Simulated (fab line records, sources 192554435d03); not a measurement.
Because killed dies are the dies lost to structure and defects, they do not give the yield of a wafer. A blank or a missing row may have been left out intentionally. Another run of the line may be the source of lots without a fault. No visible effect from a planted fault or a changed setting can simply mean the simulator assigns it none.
Matching of chambers	flow n5 finfet	rie diel-01 running N5_GATE_CUT_ETCH_58: 4 sister chambers
The step etches SiNx in CH3F/O2, target depth 17 nm, time 128.6 s. 7 wafers are shown with their chamber, then 7 later ones without.

== EACH WAFER AND ITS CHAMBER ==
wafer	chamber	showerhead plenum p Torr (Torr)	throttle valve pct (%)
L078.6	0	1.98	16.69
L082.6	3	2.04	16.06
L089.1	2	2.03	16.47
L089.2	3	2.04	16.08
L089.3	1	1.89	16.62
L092.1	2	2.02	16.48
L092.2	1	1.89	16.61

== WAFERS MISSING THEIR CHAMBER ==
wafer	showerhead plenum p Torr (Torr)	throttle valve pct (%)
L092.5	2.04	16.09
L093.1	2.02	16.49
L093.4	2.04	16.11
L093.5	1.89	16.63
L096.3	1.97	16.25
L096.4	1.89	16.65
L096.6	2.03	16.11

== EACH ONE'S CHAMBER ==
wafer	from the rows above	in truth
L092.5	3	3
L093.1	2	2
L093.4	3	3
L093.5	1	1
L096.3	can't be placed: 3 or 2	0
L096.4	1	1
L096.6	3	3
6 of 7 placed correctly. Not placeable from these rows: 1 (in 0, the candidates include the true chamber). 0 placed wrongly.
How it was worked out, from the rows above alone: a wafer's distance from a chamber is the root of the sum, over the readings, of the square of ((its reading less the chamber's mean) divided by the reading's scatter). If the next closest chamber is less than 2 further off than the closest, the wafer can't be placed; otherwise it belongs to the closest. The mean given for a chamber averages the wafers shown for that chamber. How the scatter is found: for the shown wafers, subtract from each reading the mean of its chamber, square and add these, divide the total by (wafers less chambers), then take the root.
